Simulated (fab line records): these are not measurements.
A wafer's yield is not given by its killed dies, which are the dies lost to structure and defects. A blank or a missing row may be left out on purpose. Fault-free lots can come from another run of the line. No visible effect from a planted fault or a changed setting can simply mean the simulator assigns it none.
fab line records -- flow n5Finfet
record: lots: 10, wafers: 29, lastDay: 21
route steps=1938 shown BEOL_M13@1693 BEOL_M14@1716 PASSIVATION@1936
lots that met no fault: from a run of the same line without faults
startH: the number of hours between the record's first day and the start of the first shown wafer of the lot -- waitH: hours since the lot's step before -- " repeats the value in the row above -- L1.1+2: several wafers, shown together as one row -- - no value present, or no start provided -- * or withheld: withheld -- < > ~ a bound
route shown NAME@n: a module of which the file shows steps, and the number in the route of the first -- usual: mean/standard deviation taken from wafers without a fault -- same: alike in all rows -- chamber/n: place in a boat -- sites: each site's reading -- _std_site: their standard deviation -- _edge_site: inner sites' mean taken away from outer sites' mean -- radiusMm: for every site, how far away it sits from the centre of the wafer -- mask NAME#n: copy n -- behind: tool/chamber where the wafer was last shaped -- hold: the reason the lot was held/the length of the hold in hours/how it ended -- device: the transistor (n, p or np) that didn't switch -- end of line: tests of these same wafers at the route's end -- a step given without rows: its recipe and nothing more -- killed: at the first sort, the dies lost to defects and structure; wafer yield is something else -- map: shows each die of a wafer: x if killed, . if not, _ if none is there
set.NAME: the run value of the setting; set.NAME@STEP: its run value at that earlier step -- model.NAME: the simulator's own value behind a step, which no gauge read
one table for each step of the route and one row for each wafer, over a sample of lots
services: a tool's chamber out of use, with start hour (startH, from the record's first day; less than 0 if before it), hours out, and reason
== steps ==
step: N5_BEOL_M13_ETCH_67
recipe: chemistry: CF4, target: SiARC, targetDepthA: 1430, timeS: 238.3, ionEnergyEv: 80, pressureMtorr: 40, sourceW: 545, biasW: 36, Ar_flow_sccm: 100, cf4FlowSccm: 100, ends: cleared
usual: drypumpMotorCurrentA: 5.6/0.46, etchRfOnTimeS: 240/6.8, oesProductAu: 0.67/0.08, rfVppV: 184.1/1.4, showerheadPlenumPTorr: 2.15/0.083, throttleValvePct: 15.62/0.21
lot.wafer,tool,chamber,startH,waitH,drypumpMotorCurrentA,etchRfOnTimeS,oesProductAu,rfHoursCounterH,rfVppV,showerheadPlenumPTorr,throttleValvePct
L426.2,rieDiel-02,1,343.94,0.0,6.4,253,0.63,128,184.3,2.24,15.59
L426.4,rieDiel-02,2,343.94,0.0,5.0,245,0.79,5,183.6,2.19,15.29
L426.6,rieDiel-02,0,343.94,0.0,4.9,235,0.77,-,185.0,2.25,15.64
L428.2,rieDiel-05,0,350.82,0.0,5.0,246,0.58,220,184.2,2.04,15.84
L428.4,rieDiel-05,2,350.82,0.0,6.1,235,0.64,-,184.3,2.23,15.63
L428.5,rieDiel-05,3,350.82,0.0,5.8,238,0.60,-,183.6,2.03,15.61
L429.4,rieDiel-02,3,377.24,0.0,5.7,250,0.65,136,182.5,2.06,15.93
L429.5,rieDiel-02,2,377.24,0.0,5.0,244,0.76,-,184.7,2.18,15.31
L429.6,rieDiel-02,1,377.24,0.0,6.4,252,0.63,-,186.4,2.23,15.60
L434.1,rieDiel-02,2,404.59,0.0,5.0,241,0.75,22,184.2,2.18,15.32
L434.4,rieDiel-02,0,404.59,0.0,4.8,233,0.76,43,185.5,2.24,15.67
L434.5,rieDiel-02,2,404.59,0.0,5.0,241,0.75,-,184.6,2.18,15.32
L435.2,rieDiel-02,0,415.11,0.0,4.8,231,0.75,47,187.0,2.24,15.68
L435.3,rieDiel-02,3,415.11,0.0,5.7,254,0.63,146,182.4,2.06,15.94
L435.4,rieDiel-02,1,415.11,0.0,6.4,253,0.63,148,183.6,2.23,15.61
L441.4,rieDiel-05,2,437.35,0.0,6.1,239,0.61,204,185.4,2.22,15.69
L441.5,rieDiel-05,3,437.35,0.0,5.7,240,0.59,-,183.7,2.02,15.65
L446.1,rieDiel-02,1,448.25,0.0,6.4,249,0.62,159,185.0,2.23,15.65
L446.2,rieDiel-02,0,448.25,0.0,4.8,234,0.74,57,185.1,2.24,15.71
L446.5,rieDiel-02,0,448.25,0.0,4.8,233,0.74,-,185.3,2.24,15.70
L444.2,rieDiel-05,3,453.37,0.0,5.7,240,0.58,247,182.7,2.02,15.66
L444.3,rieDiel-05,2,453.37,0.0,6.1,236,0.61,210,184.8,2.22,15.71
L444.4,rieDiel-05,1,453.37,0.0,5.5,234,0.77,-,185.0,2.19,15.46
L445.1,rieDiel-06,3,462.17,0.0,6.0,224,0.73,89,182.7,2.16,15.58
L445.2,rieDiel-06,2,462.17,0.0,5.5,235,0.76,39,183.7,2.11,15.26
L445.6,rieDiel-06,3,462.17,0.0,6.0,224,0.73,-,185.6,2.16,15.57
L447.4,rieDiel-05,2,468.83,0.1,6.1,235,0.61,-,184.3,2.22,15.71
L447.5,rieDiel-05,1,468.83,0.1,5.6,237,0.76,-,184.5,2.19,15.49
L447.6,rieDiel-05,0,468.83,0.1,4.9,241,0.83,-,185.5,2.28,15.38
step: N5_BEOL_M13_STRIP_37
recipe: chemistry: N2/H2, powerW: 1000, tempC: 250, h2Frac: 0.65, overashFraction: 0.3, pressureMtorr: withheld, n2FlowSccm: 1750, h2FlowSccm: 3250
usual: drypumpMotorCurrentA: 6.2/0.34, heaterPowerW: 303/15, oesProductAu: 0.784/0.011
lot.wafer,tool,chamber,startH,waitH,drypumpMotorCurrentA,heaterPowerW,oesProductAu,rfHoursCounterH
L426.2,plasmaAsher-02,1,344.52,0.0,6.4,291,0.782,86
L426.4,plasmaAsher-02,0,344.52,0.0,5.9,288,0.816,-
L426.6,plasmaAsher-02,0,344.52,0.0,5.9,293,0.779,-
L428.2,plasmaAsher-01,1,351.40,0.0,5.7,324,0.794,144
L428.4,plasmaAsher-01,1,351.40,0.0,5.7,332,0.779,-
L428.5,plasmaAsher-01,0,351.40,0.0,6.6,302,0.782,-
L429.4,plasmaAsher-02,0,377.84,0.1,6.0,291,0.777,-
L429.5,plasmaAsher-02,1,377.84,0.1,6.4,291,0.798,-
L429.6,plasmaAsher-02,0,377.84,0.1,5.9,285,0.797,-
L434.1,plasmaAsher-01,0,405.17,0.0,6.6,301,0.770,156
L434.4,plasmaAsher-01,1,405.17,0.0,5.8,326,0.783,-
L434.5,plasmaAsher-01,0,405.17,0.0,6.6,302,0.769,-
L435.2,plasmaAsher-01,1,415.69,0.0,5.7,333,0.779,159
L435.3,plasmaAsher-01,1,415.69,0.0,5.8,322,0.753,-
L435.4,plasmaAsher-01,0,415.69,0.0,6.6,311,0.804,-
L441.4,plasmaAsher-02,1,437.95,0.1,6.4,292,0.780,-
L441.5,plasmaAsher-02,0,437.95,0.1,5.9,291,0.802,-
L446.1,plasmaAsher-01,0,448.83,0.0,6.6,304,0.784,165
L446.2,plasmaAsher-01,1,448.83,0.0,5.7,323,0.778,165
L446.5,plasmaAsher-01,1,448.83,0.0,5.8,322,0.769,-
L444.2,plasmaAsher-01,0,453.95,0.0,6.6,305,0.778,166
L444.3,plasmaAsher-01,0,453.95,0.0,6.6,303,0.797,-
L444.4,plasmaAsher-01,1,453.95,0.0,5.7,322,0.783,-
L445.1,plasmaAsher-01,1,462.75,0.0,5.8,324,0.786,168
L445.2,plasmaAsher-01,0,462.75,0.0,6.6,302,0.772,168
L445.6,plasmaAsher-01,1,462.75,0.0,5.7,325,0.777,-
L447.4,plasmaAsher-02,0,469.36,0.1,6.0,292,0.797,-
L447.5,plasmaAsher-02,0,469.36,0.1,6.0,287,0.787,-
L447.6,plasmaAsher-02,1,469.36,0.1,6.3,300,0.781,-
step: N5_BEOL_M13_SPUTTER_45
recipe: material: Cu, targetThkA: 800, tempC: -20, biasV: 60, powerW: 26000, chamberPressurePa: 0.13, timeS: 13.33
usual: throttleValvePct: 29.9/0.69
lot.wafer,tool,chamber,startH,waitH,throttleValvePct
L426.2,pvdSputter-02,-,346.80,0.0,29.4
L426.4,pvdSputter-02,-,346.80,0.0,29.5
L426.6,pvdSputter-02,-,346.80,0.0,29.6
L428.2,pvdSputter-02,-,354.04,0.0,29.6
L428.4,pvdSputter-02,-,354.04,0.0,30.4
L428.5,pvdSputter-02,-,354.04,0.0,29.8
L429.4,pvdSputter-01,-,381.11,0.0,29.9
L429.5,pvdSputter-01,-,381.11,0.0,29.2
L429.6,pvdSputter-01,-,381.11,0.0,31.2
L434.1,pvdSputter-01,-,407.05,0.0,31.1
L434.4,pvdSputter-01,-,407.05,0.0,29.4
L434.5,pvdSputter-01,-,407.05,0.0,29.5
L435.2,pvdSputter-02,-,419.18,0.0,29.4
L435.3,pvdSputter-02,-,419.18,0.0,29.2
L435.4,pvdSputter-02,-,419.18,0.0,30.4
L441.4,pvdSputter-02,-,443.10,0.0,30.6
L441.5,pvdSputter-02,-,443.10,0.0,30.1
L446.1,pvdSputter-02,-,451.44,0.0,29.4
L446.2,pvdSputter-02,-,451.44,0.0,29.4
L446.5,pvdSputter-02,-,451.44,0.0,29.5
L444.2,pvdSputter-01,-,457.96,0.0,29.5
L444.3,pvdSputter-01,-,457.96,0.0,29.2
L444.4,pvdSputter-01,-,457.96,0.0,29.5
L445.1,pvdSputter-03,-,463.36,0.0,30.5
L445.2,pvdSputter-03,-,463.36,0.0,29.5
L445.6,pvdSputter-03,-,463.36,0.0,29.7
L447.4,pvdSputter-01,-,474.45,0.0,29.7
L447.5,pvdSputter-01,-,474.45,0.0,29.7
L447.6,pvdSputter-01,-,474.45,0.0,31.3
step: N5_BEOL_M14_ILD_DEP_00
recipe: material: SiO2, targetThkA: 11193, tempC: 400, precursor: TEOS/O2, pressureTorr: 6.5, rfW: 900, teosFlowSccm: 161.4, gas: O2, flowSccm: 2650, timeS: 237.4
usual: heaterPowerW: 569/82, runLengthS: 280.6/0.58, showerheadPlenumPTorr: 8.341/0.03, throttleValvePct: 19.0/1.5
lot.wafer,tool,chamber,startH,waitH,heaterPowerW,runLengthS,showerheadPlenumPTorr,sinceWetCleanH,throttleValvePct
L426.2,pecvd-04,0,348.00,0.0,545,280.5,8.328,871,20.6
L426.4,pecvd-04,2,348.00,0.0,656,281.0,8.315,-,17.5
L426.6,pecvd-04,2,348.00,0.0,696,281.0,8.313,-,17.6
L428.2,pecvd-02,0,355.11,0.0,513,281.0,8.350,1422,17.9
L428.4,pecvd-02,2,355.11,0.0,706,279.7,8.297,-,17.5
L428.5,pecvd-02,1,355.11,0.0,671,280.8,8.384,-,19.3
L429.4,pecvd-04,1,382.26,0.1,611,281.0,8.360,-,21.7
L429.5,pecvd-04,0,382.26,0.1,509,280.0,8.365,-,20.7
L429.6,pecvd-04,2,382.26,0.1,549,280.8,8.329,-,17.7
L434.1,pecvd-02,0,408.11,0.0,522,280.7,8.329,1475,17.5
L434.4,pecvd-02,0,408.11,0.0,504,280.8,8.335,-,17.7
L434.5,pecvd-02,0,408.11,0.0,384,280.7,8.343,-,17.9
L435.2,pecvd-02,0,420.24,0.0,520,280.9,8.341,1487,17.9
L435.3,pecvd-02,1,420.24,0.0,645,268.3,8.362,8,17.7
L435.4,pecvd-02,0,420.24,0.0,376,281.0,8.368,-,17.8
L441.4,pecvd-02,2,444.24,0.1,567,278.9,8.311,-,17.4
L441.5,pecvd-02,0,444.24,0.1,515,268.4,8.353,-,17.9
L446.1,pecvd-04,0,452.77,0.0,617,281.2,8.342,975,20.8
L446.2,pecvd-04,1,452.77,0.0,557,280.7,8.380,1700,21.4
L446.5,pecvd-04,0,452.77,0.0,499,280.1,8.363,-,21.1
L444.2,pecvd-03,2,459.02,0.0,548,280.5,8.303,409,17.9
L444.3,pecvd-03,0,459.02,0.0,531,280.4,8.383,1163,20.0
L444.4,pecvd-03,2,459.02,0.0,607,281.0,8.305,-,18.0
L445.1,pecvd-04,0,464.90,0.0,586,280.4,8.350,988,21.1
L445.2,pecvd-04,1,464.90,0.0,615,281.1,8.371,1713,21.5
L445.6,pecvd-04,2,464.90,0.0,554,281.0,8.309,-,17.6
L447.4,pecvd-03,0,475.64,0.1,530,280.2,8.386,-,19.9
L447.5,pecvd-03,1,475.64,0.1,644,281.0,8.301,-,19.1
L447.6,pecvd-03,2,475.64,0.1,510,281.2,8.327,-,18.1
step: N5_BEOL_M14_THK_MEAS_01
recipe: reads: SiO2_of_BEOL_M14_ILD_DEP_00
usual: M14_ILD_THK: 1120/16
lot.wafer,tool,chamber,startH,waitH,M14_ILD_THK[nm]
L426.2,filmMetro-02,-,348.27,0.2,1130
L426.4,filmMetro-02,-,348.27,0.2,1127
L426.6,filmMetro-02,-,348.27,0.2,1136
L428.2,filmMetro-01,-,355.30,0.1,1123
L428.4,filmMetro-01,-,355.30,0.1,1147
L428.5,filmMetro-01,-,355.30,0.1,1119
L429.4,filmMetro-01,-,382.37,0.0,1100
L429.5,filmMetro-01,-,382.37,0.0,1135
L429.6,filmMetro-01,-,382.37,0.0,1112
L434.1,filmMetro-01,-,408.62,0.4,1132
L434.4,filmMetro-01,-,408.62,0.4,1144
L434.5,filmMetro-01,-,408.62,0.4,1143
L435.2,filmMetro-01,-,420.43,0.1,1133
L435.3,filmMetro-01,-,420.43,0.1,1073
L435.4,filmMetro-01,-,420.43,0.1,1124
L441.4,filmMetro-02,-,444.36,0.0,1145
L441.5,filmMetro-02,-,444.36,0.0,1081
L446.1,filmMetro-01,-,453.04,0.2,1122
L446.2,filmMetro-01,-,453.04,0.2,1102
L446.5,filmMetro-01,-,453.04,0.2,1130
L444.2,filmMetro-01,-,459.21,0.1,1080
L444.3,filmMetro-01,-,459.21,0.1,1113
L444.4,filmMetro-01,-,459.21,0.1,1100
L445.1,filmMetro-02,-,465.11,0.1,1122
L445.2,filmMetro-02,-,465.11,0.1,1091
L445.6,filmMetro-02,-,465.11,0.1,1132
L447.4,filmMetro-01,-,475.75,0.0,1130
L447.5,filmMetro-01,-,475.75,0.0,1123
L447.6,filmMetro-01,-,475.75,0.0,1114
step: N5_PASSIVATION_PROBE_49
usual: defectLimitedYield: 90.9/1.6, killed_at_M0_to_M3: 37/11, killed_at_M4_up: 15/5.6, killedAtContacts: 13/6.4, killedAtFrontEnd: 39/11, killedAtOther: 4/3.1, killedDies: 107/19, killedOnRim: 14/4.3, killedOpen: 71/14, killedShort: 34/7.8, sort_bin_4_leakage: 0.01/0.053, sort_bin_5_function: 5.3/1, sort_bin_6_memory: 3.4/0.72, sortNPass: 1072/20, sortYieldPct: 90.9/1.7
same: grossDies: 1180, killedAtBackSide: 0, sort_bin_8_speed[%]: 0
lot.wafer,tool,chamber,startH,waitH,defectLimitedYield[%],killed_at_M0_to_M3,killed_at_M4_up,killedAtContacts,killedAtFrontEnd,killedAtOther,killedDies,killedOnRim,killedOpen,killedShort,sort_bin_4_leakage[%],sort_bin_5_function[%],sort_bin_6_memory[%],sortNPass,sortYieldPct[%]
L426.2,prober-02,-,370.95,0.1,90.9,44,26,4,31,2,107,11,79,27,0,5.7,3.0,1073,90.9
L426.4,prober-02,-,371.05,0.2,92.0,41,10,6,34,3,94,8,60,31,0,4.5,3.1,1086,92.0
L426.6,prober-02,-,371.15,0.3,92.3,30,15,9,37,0,91,11,64,25,0,5.3,2.2,1089,92.3
L428.2,prober-01,-,376.91,0.1,92.5,14,11,29,33,1,88,14,56,24,0,4.3,2.8,1092,92.5
L428.4,prober-01,-,377.01,0.2,90.5,25,21,13,51,2,112,24,73,38,0,5.2,3.9,1068,90.5
L428.5,prober-01,-,377.06,0.2,90.1,43,14,22,38,0,117,11,78,32,0,6.4,3.1,1063,90.1
L429.4,prober-02,-,410.79,0.2,89.7,46,10,13,51,2,122,19,84,36,0,6.4,3.7,1058,89.7
L429.5,prober-02,-,410.84,0.2,89.9,44,13,13,48,1,119,17,82,35,0,5.3,4.4,1061,89.9
L429.6,prober-02,-,410.89,0.3,89.6,46,19,8,49,1,123,10,81,42,0,6.9,2.9,1057,89.6
L434.1,prober-01,-,435.53,0.0,88.5,56,12,16,46,6,136,13,83,49,0,6.5,4.3,1044,88.5
L434.4,prober-01,-,435.68,0.2,91.1,33,14,10,41,7,105,22,62,39,0,5.4,3.2,1075,91.1
L434.5,prober-01,-,435.73,0.2,90.8,32,19,12,45,1,109,12,78,31,0,5.8,3.1,1071,90.8
L435.2,prober-01,-,450.60,0.1,90.4,26,17,8,60,2,113,12,78,33,0,5.4,4.0,1067,90.4
L435.3,prober-01,-,450.65,0.1,89.4,32,20,12,54,7,125,18,83,41,0,5.9,4.0,1055,89.4
L435.4,prober-01,-,450.70,0.2,88.8,39,15,20,49,9,132,14,85,46,0,6.1,4.9,1048,88.8
L441.4,prober-01,-,473.98,0.2,90.9,38,16,14,34,5,107,11,81,25,0,5.3,3.5,1073,90.9
L441.5,prober-01,-,474.03,0.2,93.2,18,13,13,34,2,80,11,52,27,0,4.7,1.8,1100,93.2
L446.1,prober-02,-,479.04,0.0,93.6,39,10,12,14,1,76,10,54,21,0,4.2,2.1,1104,93.6
L446.2,prober-02,-,479.09,0.1,91.5,54,10,9,26,1,100,14,67,32,0,4.9,3.4,1080,91.5
L446.5,prober-02,-,479.24,0.2,91.9,47,10,10,24,5,96,20,64,32,0,4.5,3.4,1084,91.9
L445.1,prober-02,-,496.17,0.0,92.8,27,10,10,29,9,85,10,55,29,0,4.2,2.7,1095,92.8
L445.2,prober-02,-,496.22,0.1,91.4,41,17,6,36,2,102,10,67,32,0.25,4.8,3.6,1075,91.1
L445.6,prober-02,-,496.42,0.3,93.1,42,11,5,21,2,81,7,50,27,0,4.4,2.3,1099,93.1
L444.2,prober-01,-,496.22,0.1,92.7,25,15,10,34,2,86,15,56,29,0,4.4,2.7,1094,92.7
L444.3,prober-01,-,496.27,0.1,90.5,36,11,10,52,3,112,9,72,38,0,5.9,3.2,1068,90.5
L444.4,prober-01,-,496.32,0.2,89.8,48,17,18,36,1,120,20,95,24,0,6.1,3.7,1060,89.8
L447.4,prober-02,-,506.92,0.6,88.6,68,3,14,49,1,135,16,93,40,0,6.4,4.4,1045,88.6
L447.5,prober-02,-,506.97,0.7,90.5,34,14,10,50,4,112,23,65,44,0,5.6,3.2,1068,90.5
L447.6,prober-02,-,507.02,0.7,93.2,37,7,4,29,3,80,15,54,25,0,4.4,2.4,1100,93.2
killed by level:class
L426.2 BEOL_M0_SAQP:geometricParticle:open=15 BEOL_M4:geometricParticle:open=12 BEOL_M2:geometricParticle:open=11 BEOL_M3:geometricParticle:open=7 STI_FIN_REVEAL:geometricParticle:open=6 FIN_SAQP:geometricParticle:open=5 BEOL_M0_SAQP:geometricParticle:short=5 GATE_CUT:geometricParticle:open=4
L426.4 BEOL_M0_SAQP:geometricParticle:open=11 DUMMY_GATE:geometricParticle:open=8 BEOL_M0_SAQP:geometricParticle:short=8 BEOL_M3:geometricParticle:open=7 BEOL_M4:geometricParticle:open=6 BEOL_M2:geometricParticle:open=6 STI_FIN_REVEAL:geometricParticle:open=5 GATE_CUT:geometricParticle:short=4
L426.6 BEOL_M4:geometricParticle:open=9 FIN_SAQP:geometricParticle:open=7 STI_FIN_REVEAL:geometricParticle:open=7 MOL_CONTACT_COAG:geometricParticle:open=7 BEOL_M2:geometricParticle:open=7 BEOL_M3:geometricParticle:open=7 BEOL_M1:geometricParticle:open=4 STARTING-WAFER:geometricParticle:short=4
L428.2 MOL_CONTACT_COAG:geometricParticle:open=22 FIN_SAQP:geometricParticle:open=9 GATE_CUT:geometricParticle:short=7 BEOL_M1:geometricParticle:open=7 STI_FIN_REVEAL:geometricParticle:open=6 MOL_CONTACT_COAG:geometricParticle:short=5 BEOL_M0_SAQP:geometricParticle:short=4 FIN_SAQP:geometricParticle:short=3
L428.4 BEOL_M4:geometricParticle:open=11 MOL_CONTACT_COAG:geometricParticle:open=10 FIN_SAQP:geometricParticle:open=9 GATE_CUT:geometricParticle:short=9 FIN_SAQP:geometricParticle:short=7 STARTING-WAFER:geometricParticle:open=7 DUMMY_GATE:geometricParticle:open=5 STI_FIN_REVEAL:geometricParticle:open=5
L428.5 MOL_CONTACT_COAG:geometricParticle:open=19 BEOL_M3:geometricParticle:open=13 FIN_SAQP:geometricParticle:short=12 BEOL_M1:geometricParticle:open=10 BEOL_M0_SAQP:geometricParticle:open=7 FIN_SAQP:geometricParticle:open=6 BEOL_M2:geometricParticle:open=4 GATE_CUT:geometricParticle:short=4
L429.4 BEOL_M2:geometricParticle:open=19 FIN_SAQP:geometricParticle:open=18 MOL_CONTACT_COAG:geometricParticle:open=12 FIN_SAQP:geometricParticle:short=10 BEOL_M0_SAQP:geometricParticle:short=8 BEOL_M0_SAQP:geometricParticle:open=6 BEOL_M1:geometricParticle:open=4 BEOL_M3:geometricParticle:open=4
L429.5 BEOL_M2:geometricParticle:open=24 FIN_SAQP:geometricParticle:open=13 MOL_CONTACT_COAG:geometricParticle:open=9 BEOL_M4:geometricParticle:open=9 GATE_CUT:geometricParticle:short=6 DUMMY_GATE:geometricParticle:open=5 STARTING-WAFER:geometricParticle:open=5 FIN_SAQP:geometricParticle:short=4
L429.6 FIN_SAQP:geometricParticle:open=18 BEOL_M0_SAQP:geometricParticle:open=14 BEOL_M2:geometricParticle:open=13 GATE_CUT:geometricParticle:short=8 FIN_SAQP:geometricParticle:short=7 BEOL_M4:geometricParticle:open=7 BEOL_M0_SAQP:geometricParticle:short=6 BEOL_M4:geometricParticle:short=6
L434.1 MOL_CONTACT_COAG:geometricParticle:open=14 BEOL_M2:geometricParticle:open=14 FIN_SAQP:geometricParticle:short=13 BEOL_M3:geometricParticle:open=11 FIN_SAQP:geometricParticle:open=10 BEOL_M0_SAQP:geometricParticle:short=8 BEOL_M0_SAQP:geometricParticle:open=8 STI_FIN_REVEAL:geometricParticle:open=7
L434.4 FIN_SAQP:geometricParticle:short=15 MOL_CONTACT_COAG:geometricParticle:open=8 BEOL_M0_SAQP:geometricParticle:open=8 BEOL_M2:geometricParticle:open=8 FIN_SAQP:geometricParticle:open=6 BEOL_M0:geometricParticle:short=5 BEOL_M4:geometricParticle:open=5 BEOL_M5:geometricParticle:open=5
L434.5 STI_FIN_REVEAL:geometricParticle:open=19 BEOL_M2:geometricParticle:open=18 FIN_SAQP:geometricParticle:short=10 MOL_CONTACT_COAG:geometricParticle:open=10 BEOL_M4:geometricParticle:open=9 BEOL_M0_SAQP:geometricParticle:short=5 FIN_SAQP:geometricParticle:open=4 STI_FIN_REVEAL:geometricParticle:short=4
L435.2 STI_FIN_REVEAL:geometricParticle:open=25 FIN_SAQP:geometricParticle:short=9 BEOL_M0_SAQP:geometricParticle:open=9 BEOL_M4:geometricParticle:open=9 BEOL_M0_SAQP:geometricParticle:short=8 FIN_SAQP:geometricParticle:open=6 MOL_CONTACT_COAG:geometricParticle:open=5 BEOL_M3:geometricParticle:open=5
L435.3 STI_FIN_REVEAL:geometricParticle:open=19 BEOL_M4:geometricParticle:open=13 BEOL_M0_SAQP:geometricParticle:short=10 BEOL_M0_SAQP:geometricParticle:open=9 STI_FIN_REVEAL:geometricParticle:short=7 MOL_CONTACT_COAG:geometricParticle:open=7 FIN_SAQP:geometricParticle:open=5 DUMMY_GATE:geometricParticle:open=5
L435.4 STI_FIN_REVEAL:geometricParticle:open=15 MOL_CONTACT_COAG:geometricParticle:open=15 FIN_SAQP:geometricParticle:open=12 FIN_SAQP:geometricParticle:short=10 BEOL_M0_SAQP:geometricParticle:open=10 BEOL_M0_SAQP:geometricParticle:short=9 BEOL_M4:geometricParticle:open=9 BEOL_M2:geometricParticle:open=8
L441.4 BEOL_M3:geometricParticle:open=12 FIN_SAQP:geometricParticle:open=11 MOL_CONTACT_COAG:geometricParticle:open=11 BEOL_M4:geometricParticle:open=9 STI_FIN_REVEAL:geometricParticle:open=6 BEOL_M0_SAQP:geometricParticle:short=6 BEOL_M2:geometricParticle:open=6 BEOL_M0_SAQP:geometricParticle:open=5
L441.5 MOL_CONTACT_COAG:geometricParticle:open=11 FIN_SAQP:geometricParticle:short=10 FIN_SAQP:geometricParticle:open=7 BEOL_M3:geometricParticle:open=5 STI_FIN_REVEAL:geometricParticle:open=4 BEOL_M0_SAQP:geometricParticle:open=4 BEOL_M2:geometricParticle:open=4 BEOL_M5:geometricParticle:open=4
L446.1 MOL_CONTACT_COAG:geometricParticle:open=11 BEOL_M0_SAQP:geometricParticle:open=10 BEOL_M0_SAQP:geometricParticle:short=8 BEOL_M3:geometricParticle:open=8 BEOL_M1:geometricParticle:open=5 BEOL_M4:geometricParticle:open=5 STI_FIN_REVEAL:geometricParticle:open=3 BEOL_M2:geometricParticle:open=3
L446.2 BEOL_M2:geometricParticle:open=14 BEOL_M0_SAQP:geometricParticle:open=10 MOL_CONTACT_COAG:geometricParticle:open=9 BEOL_M0_SAQP:geometricParticle:short=6 BEOL_M1:geometricParticle:short=6 BEOL_M1:geometricParticle:open=6 BEOL_M3:geometricParticle:open=6 BEOL_M4:geometricParticle:open=5
L446.5 BEOL_M2:geometricParticle:open=13 BEOL_M3:geometricParticle:open=10 MOL_CONTACT_COAG:geometricParticle:open=7 DUMMY_GATE:geometricParticle:open=6 BEOL_M0_SAQP:geometricParticle:open=6 BEOL_M0_SAQP:geometricParticle:short=5 BEOL_M1:geometricParticle:open=5 FIN_SAQP:geometricParticle:short=3
L445.1 FIN_SAQP:geometricParticle:open=9 MOL_CONTACT_COAG:geometricParticle:open=7 BEOL_M2:geometricParticle:open=6 FIN_SAQP:geometricParticle:short=5 BEOL_M3:geometricParticle:open=5 BEOL_M4:geometricParticle:open=5 BEOL_M0_SAQP:geometricParticle:open=4 BEOL_M1:geometricParticle:open=4
L444.2 STI_FIN_REVEAL:geometricParticle:open=10 BEOL_M3:geometricParticle:open=9 MOL_CONTACT_COAG:geometricParticle:open=8 BEOL_M4:geometricParticle:short=6 FIN_SAQP:geometricParticle:open=5 BEOL_M0_SAQP:geometricParticle:short=5 STI_FIN_REVEAL:geometricParticle:short=3 DUMMY_GATE:geometricParticle:open=3
L445.2 BEOL_M3:geometricParticle:open=14 STI_FIN_REVEAL:geometricParticle:open=12 FIN_SAQP:geometricParticle:open=7 BEOL_M0_SAQP:geometricParticle:short=6 BEOL_M3:geometricParticle:short=6 BEOL_M4:geometricParticle:open=6 MOL_CONTACT_COAG:geometricParticle:open=5 BEOL_M1:geometricParticle:open=5
L444.3 STI_FIN_REVEAL:geometricParticle:open=16 BEOL_M3:geometricParticle:open=9 STI_FIN_REVEAL:geometricParticle:short=7 MOL_CONTACT_COAG:geometricParticle:open=7 BEOL_M0_SAQP:geometricParticle:short=6 FIN_SAQP:geometricParticle:open=5 GATE_CUT:geometricParticle:short=5 BEOL_M0:geometricParticle:open=5
L444.4 MOL_CONTACT_COAG:geometricParticle:open=16 BEOL_M3:geometricParticle:open=14 STI_FIN_REVEAL:geometricParticle:open=12 BEOL_M0_SAQP:geometricParticle:open=10 BEOL_M4:geometricParticle:open=8 FIN_SAQP:geometricParticle:open=7 DUMMY_GATE:geometricParticle:open=6 BEOL_M0_SAQP:geometricParticle:short=6
L445.6 BEOL_M0_SAQP:geometricParticle:short=13 BEOL_M2:geometricParticle:open=8 FIN_SAQP:geometricParticle:open=6 BEOL_M3:geometricParticle:open=6 BEOL_M0_SAQP:geometricParticle:open=5 DUMMY_GATE:geometricParticle:open=4 BEOL_M4:geometricParticle:open=4 BEOL_M1:geometricParticle:open=4
L447.4 BEOL_M0_SAQP:geometricParticle:open=23 BEOL_M0_SAQP:geometricParticle:short=14 STI_FIN_REVEAL:geometricParticle:open=12 BEOL_M3:geometricParticle:open=12 FIN_SAQP:geometricParticle:open=11 MOL_CONTACT_COAG:geometricParticle:open=10 FIN_SAQP:geometricParticle:short=9 BEOL_M2:geometricParticle:open=9
L447.5 FIN_SAQP:geometricParticle:short=17 FIN_SAQP:geometricParticle:open=11 BEOL_M0_SAQP:geometricParticle:open=10 MOL_CONTACT_COAG:geometricParticle:open=8 BEOL_M2:geometricParticle:open=6 BEOL_M3:geometricParticle:open=6 SPACER0:geometricParticle:short=5 BEOL_M0_SAQP:geometricParticle:short=5
L447.6 BEOL_M1:geometricParticle:open=8 BEOL_M0_SAQP:geometricParticle:short=7 FIN_SAQP:geometricParticle:open=5 BEOL_M0_SAQP:geometricParticle:open=5 BEOL_M3:geometricParticle:open=5 STI_FIN_REVEAL:geometricParticle:open=4 MOL_CONTACT_COAG:geometricParticle:open=4 BEOL_M0:geometricParticle:open=4
== services ==
tool,chamber,startH,hours,kind
pecvd-04,1,338.79,16.5,scheduledDown
rieDiel-05,0,344.40,2.8,repair
rieDiel-05,1,347.18,-,clean
rieDiel-05,1,347.18,-,consumableReplace:esc
rieDiel-05,1,347.18,-,consumableReplace:focusRing
rieDiel-05,1,347.18,37.7,scheduledDown
rieDiel-05,1,347.18,37.7,ventCycle
pecvd-03,1,352.44,2.7,repair
rieDiel-02,1,367.74,5.0,repair
pecvd-02,1,383.62,-,clean
pecvd-02,1,383.62,-,consumableReplace:showerhead
pecvd-02,1,383.62,29.0,scheduledDown
pecvd-02,1,383.62,29.0,ventCycle
pecvd-02,2,391.50,18.6,repair
rieDiel-06,0,401.30,8.8,repair
rieDiel-06,0,411.47,6.5,repair
pecvd-04,1,412.96,2.1,scheduledDown
rieDiel-02,2,417.51,2.8,repair
pecvd-02,1,429.91,5.5,scheduledDown
pecvd-04,2,430.21,5.5,scheduledDown
rieDiel-06,2,431.53,15.6,repair
pecvd-03,-,434.29,2.4,repair
pecvd-04,2,451.44,2.1,scheduledDown
pvdSputter-02,-,472.31,0.6,repair
== key ==
firstSign: step: N5_BEOL_M14_ILD_DEP_00, reading: runLengthS, direction: down, sigmas: 21, usual: *, struck: *
effect: step: N5_BEOL_M14_THK_MEAS_01, reading: M14_ILD_THK, direction: down, sigmas: 2.7, usual: 1120, struck: 1077
metAt N5_BEOL_M14_ILD_DEP_00
struckLots L435,L441
struckWafers L435.3,L441.5
notActingAt N5_BEOL_M13_ETCH_67,N5_BEOL_M13_STRIP_37,N5_BEOL_M13_SPUTTER_45
onsetBetween 408.11 420.24
fault: kind: processParameterDrift, tool: pecvd-02, chamber: -, onsetH: 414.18, steps: N5_BEOL_M14_ILD_DEP_00, channel: timeS, offset: *, shape: step, endH: 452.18, scope: struckWafersOnly, actsIn: *, stated: *
